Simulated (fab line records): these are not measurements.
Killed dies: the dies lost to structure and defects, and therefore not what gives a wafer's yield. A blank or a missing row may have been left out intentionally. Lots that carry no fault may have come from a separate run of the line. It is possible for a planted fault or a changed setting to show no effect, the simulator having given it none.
Matching of chambers || flow n5_finfet || rie_diel-05 running N5_BEOL_M10_DESCUM_33: 4 sister chambers
The step chemistry O2, time 7.9 s. 14 wafers are shown with their chamber, then 7 later ones without.

## WAFERS PAIRED WITH THEIR CHAMBERS
{"wafer": "L968.1", "chamber": 2, "drypump_motor_current_A (A)": 5.5, "throttle_valve_pct (%)": 20.03, "showerhead_plenum_p_Torr (Torr)": 2.14}
{"wafer": "L968.4", "chamber": 0, "drypump_motor_current_A (A)": 6.1, "throttle_valve_pct (%)": 20.18, "showerhead_plenum_p_Torr (Torr)": 2.05}
{"wafer": "L968.6", "chamber": 2, "drypump_motor_current_A (A)": 5.5, "throttle_valve_pct (%)": 20.03, "showerhead_plenum_p_Torr (Torr)": 2.14}
{"wafer": "L971.1", "chamber": 3, "drypump_motor_current_A (A)": 6.1, "throttle_valve_pct (%)": 20.70, "showerhead_plenum_p_Torr (Torr)": 2.13}
{"wafer": "L971.3", "chamber": 1, "drypump_motor_current_A (A)": 5.8, "throttle_valve_pct (%)": 20.14, "showerhead_plenum_p_Torr (Torr)": 2.06}
{"wafer": "L971.4", "chamber": 1, "drypump_motor_current_A (A)": 5.8, "throttle_valve_pct (%)": 20.14, "showerhead_plenum_p_Torr (Torr)": 2.05}
{"wafer": "L975.4", "chamber": 1, "drypump_motor_current_A (A)": 5.7, "throttle_valve_pct (%)": 20.12, "showerhead_plenum_p_Torr (Torr)": 2.05}
{"wafer": "L975.5", "chamber": 2, "drypump_motor_current_A (A)": 5.5, "throttle_valve_pct (%)": 20.05, "showerhead_plenum_p_Torr (Torr)": 2.14}
{"wafer": "L975.6", "chamber": 1, "drypump_motor_current_A (A)": 5.8, "throttle_valve_pct (%)": 20.15, "showerhead_plenum_p_Torr (Torr)": 2.05}
{"wafer": "L974.3", "chamber": 0, "drypump_motor_current_A (A)": 6.1, "throttle_valve_pct (%)": 20.17, "showerhead_plenum_p_Torr (Torr)": 2.04}
{"wafer": "L974.5", "chamber": 1, "drypump_motor_current_A (A)": 5.8, "throttle_valve_pct (%)": 20.16, "showerhead_plenum_p_Torr (Torr)": 2.05}
{"wafer": "L974.6", "chamber": 0, "drypump_motor_current_A (A)": 6.1, "throttle_valve_pct (%)": 20.17, "showerhead_plenum_p_Torr (Torr)": 2.04}
{"wafer": "L980.1", "chamber": 0, "drypump_motor_current_A (A)": 6.1, "throttle_valve_pct (%)": 20.18, "showerhead_plenum_p_Torr (Torr)": 2.04}
{"wafer": "L980.3", "chamber": 3, "drypump_motor_current_A (A)": 6.1, "throttle_valve_pct (%)": 20.73, "showerhead_plenum_p_Torr (Torr)": 2.13}

SIGNATURES, as means of the wafers listed above
{"reading": "drypump_motor_current_A", "chamber 0": 6.100, "chamber 1": 5.780, "chamber 2": 5.500, "chamber 3": 6.100, "scatter within a chamber": 0.0283}
{"reading": "throttle_valve_pct", "chamber 0": 20.1750, "chamber 1": 20.1420, "chamber 2": 20.0367, "chamber 3": 20.7150, "scatter within a chamber": 0.013}
{"reading": "showerhead_plenum_p_Torr", "chamber 0": 2.0425, "chamber 1": 2.0520, "chamber 2": 2.1400, "chamber 3": 2.1300, "scatter within a chamber": 0.00394}
Rule: for each reading, subtract the chamber's mean from the wafer's reading, divide by that reading's scatter and square the result; add these up over the readings and take the root, which gives the wafer's distance from the chamber. If the next closest chamber is less than 2 further off than the closest, the wafer can't be placed; otherwise it belongs to the closest. The scatter: the root of (the sum of the squares of (reading less its chamber's mean) over the shown wafers, divided by (wafers less chambers)).

## WAFERS WITH NO CHAMBER GIVEN
{"wafer": "L980.6", "drypump_motor_current_A (A)": 6.1, "throttle_valve_pct (%)": 20.20, "showerhead_plenum_p_Torr (Torr)": 2.04}
{"wafer": "L986.2", "drypump_motor_current_A (A)": 5.5, "throttle_valve_pct (%)": 20.08, "showerhead_plenum_p_Torr (Torr)": 2.13}
{"wafer": "L986.3", "drypump_motor_current_A (A)": 6.1, "throttle_valve_pct (%)": 20.22, "showerhead_plenum_p_Torr (Torr)": 2.04}
{"wafer": "L986.5", "drypump_motor_current_A (A)": 6.1, "throttle_valve_pct (%)": 20.21, "showerhead_plenum_p_Torr (Torr)": 2.03}
{"wafer": "L990.2", "drypump_motor_current_A (A)": 6.1, "throttle_valve_pct (%)": 20.42, "showerhead_plenum_p_Torr (Torr)": 2.12}
{"wafer": "L990.3", "drypump_motor_current_A (A)": 5.8, "throttle_valve_pct (%)": 20.22, "showerhead_plenum_p_Torr (Torr)": 2.04}
{"wafer": "L990.5", "drypump_motor_current_A (A)": 5.5, "throttle_valve_pct (%)": 20.13, "showerhead_plenum_p_Torr (Torr)": 2.12}

## WHICH CHAMBER EACH ONE RAN IN
{"wafer": "L980.6", "from the rows above": 0, "in truth": 0}
{"wafer": "L986.2", "from the rows above": 2, "in truth": 2}
{"wafer": "L986.3", "from the rows above": 0, "in truth": 0}
{"wafer": "L986.5", "from the rows above": 0, "in truth": 0}
{"wafer": "L990.2", "from the rows above": 3, "in truth": 3}
{"wafer": "L990.3", "from the rows above": 1, "in truth": 1}
{"wafer": "L990.5", "from the rows above": 2, "in truth": 2}
Placed correctly: 7 of 7. Can't be placed from these rows: 0. Number placed wrongly: 0.
